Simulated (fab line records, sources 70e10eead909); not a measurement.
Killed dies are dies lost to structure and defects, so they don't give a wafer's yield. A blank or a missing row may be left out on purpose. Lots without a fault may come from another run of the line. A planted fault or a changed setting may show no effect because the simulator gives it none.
A struck lot beside a sound one | flow nand_harc | 24 steps out of a route of 1302
Sound: wafers L296.1, L296.3, L296.5. Struck: wafers L295.2, L295.3, L295.5. The cause comes at the end.
At each step with rows: each side's tool, then ch and its chambers, then its first start. Under that, the readings that differ: sound wafers | struck wafers | difference of the means | sigmas: that difference in standard deviations of wafers without a fault.
alike: readings whose means differ by less than 2 such deviations, and words and numbers that are the same on both sides. not compared: withheld readings, readings that some wafer has no value for, bounds like >300 that may hide the same value, and numbers for which the record gives no deviation and whose values overlap.
The two part at a step that has a row with sigmas, a row that says differs or no value, or rows on one side only. Numbers that don't overlap but have no deviation are shown without sigmas and don't part them. A reading that every wafer of one side lacks parts them only if that side has two wafers or more.

first, 1 step without rows for these wafers: NHARC_P_CONTACT_DEP_30 (deposits SiNx, target thk 30 nm).
NHARC_P_CONTACT_DEP_00: deposits SiO2, target thk 500 nm.
  sound on pecvd-03 ch 0,1,2; struck on pecvd-02 ch 1,2
  alike: heater_power_w, rf_fwd_power_W, throttle_valve_pct
NHARC_P_CONTACT_CMP_01: polishes SiO2, target thk 200 nm.
  sound on cmp-03 ch 1,2, day 14 05:53; struck on cmp-03 ch 0,1, day 13 12:15
  alike: motor_current_A
then, 8 steps without rows for these wafers: NHARC_P_CONTACT_SRD_03; NHARC_P_CONTACT_DEHYDRATE_04 (time 120 s); NHARC_P_CONTACT_HMDS_05 (time 30 s); NHARC_P_CONTACT_COAT_33 (time 75 s); NHARC_P_CONTACT_COAT_34 (time 65 s); NHARC_P_CONTACT_COAT_06 (resist thk 90 nm); NHARC_P_CONTACT_SOFTBAKE_07 (time 55 s); NHARC_P_CONTACT_EBR_08.
NHARC_P_CONTACT_EXPOSE_09: exposes mask P CA, target cd 90 nm.
  sound on arfi_scanner-03 ch 0, day 14 06:35; struck on arfi_scanner-01 ch 0, day 13 12:49
  reading              | sound             | struck               | difference | sigmas
  exposure_dose_mJ_cm2 | 81.39 81.29 81.27 | 110.35 110.48 110.41 | +29.10     | +99 or more
  alike: mask, reticle_temp_C
then, 2 steps without rows for these wafers: NHARC_P_CONTACT_PEB_10 (peb time 65 s); NHARC_P_CONTACT_DEVELOP_11 (develop time 35 s).
NHARC_P_CONTACT_CD_MEAS_12: target cd 90 nm.
  sound on cd_sem-02 ch 0, day 14 06:43; struck on cd_sem-02 ch 0, day 13 12:57
  reading    | sound          | struck            | difference | sigmas
  cd_nm (nm) | 91.0 90.5 90.5 | 109.2 108.8 109.0 | +18.3      | +26
NHARC_P_CONTACT_OVL_MEAS_13:
  sound on overlay-01, day 14 06:49; struck on overlay-01, day 13 13:02
  alike: overlay_x_nm, overlay_y_nm
NHARC_P_CONTACT_INSPECT_14:
  sound on defect_inspect-01, day 14 06:50; struck on defect_inspect-01, day 13 13:04
  alike: raw_defect_count
NHARC_P_CONTACT_DESCUM_17: chemistry O2, time 3 s.
  sound on rie_diel-04 ch 0,1,2, day 14 06:54; struck on rie_diel-04 ch 0,1,3, day 13 13:08
  reading                    | sound             | struck            | difference | sigmas
  model.P_CONTACT.cd_nm (nm) | 90.79 89.39 90.46 | 109.4 108.4 109.2 | +18.8      |
  alike: drypump_motor_current_A, oes_product_au, rf_vpp_V, showerhead_plenum_p_Torr, throttle_valve_pct
  not compared: rf_hours_counter_h
NHARC_P_CONTACT_ETCH_35: etches the open film in CF4, target depth 39 nm, time 65 s.
  sound on rie_diel-04 ch 1,2,3, day 14 07:00; struck on rie_diel-04 ch 1,2, day 13 13:14
  alike: cf4_flow_sccm, drypump_motor_current_A, oes_product_au, rf_fwd_power_W, rf_vpp_V, showerhead_plenum_p_Torr, throttle_valve_pct
  not compared: rf_hours_counter_h
NHARC_P_CONTACT_ETCH_36: etches the open film in N2/H2, target depth 260 nm, time 406.25 s.
  sound on rie_diel-04 ch 1,2; struck on rie_diel-04 ch 0,1,3
  alike: drypump_motor_current_A, n2_flow_sccm, oes_product_au, rf_fwd_power_W, rf_vpp_V, showerhead_plenum_p_Torr, throttle_valve_pct
  not compared: rf_hours_counter_h
NHARC_P_CONTACT_ETCH_18: etches the open film in C4F8/O2/Ar, target depth 481 nm, time 240.5 s.
  sound on rie_diel-04 ch 0,2,3; struck on rie_diel-04 ch 0,1,3
  alike: oes_product_au, rf_fwd_power_W, rf_vpp_V
  not compared: rf_hours_counter_h
then, 1 step without rows for these wafers: NHARC_P_CONTACT_STRIP_37 (strips in C4F8/O2/Ar).
NHARC_P_CONTACT_ETCH_31: etches the open film in CH3F/O2, target depth 30 nm, time 85.7 s.
  sound on rie_diel-04 ch 0,1; struck on rie_diel-04 ch 0,2
  reading                    | sound             | struck            | difference | sigmas
  model.P_CONTACT.cd_nm (nm) | 92.45 90.05 91.66 | 107.4 108.2 109.7 | +17.0      |
  alike: drypump_motor_current_A, oes_product_au, rf_fwd_power_W, rf_vpp_V, showerhead_plenum_p_Torr, throttle_valve_pct
  not compared: rf_hours_counter_h
NHARC_P_CONTACT_CD_MEAS_19:
  sound on cd_sem-03, day 14 07:47; struck on cd_sem-01, day 13 14:01
  reading    | sound          | struck            | difference | sigmas
  cd_nm (nm) | 92.2 90.2 91.6 | 107.5 108.3 109.7 | +17.2      | +11

WHERE THEY PART
First at NHARC_P_CONTACT_EXPOSE_09; last, within this record, at NHARC_P_CONTACT_CD_MEAS_19.

WHY: what the simulator had put in
Process parameter drift: arfi_scanner-01, from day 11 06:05 on, at NHARC_P_CONTACT_EXPOSE_09. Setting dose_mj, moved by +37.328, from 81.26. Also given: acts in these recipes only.
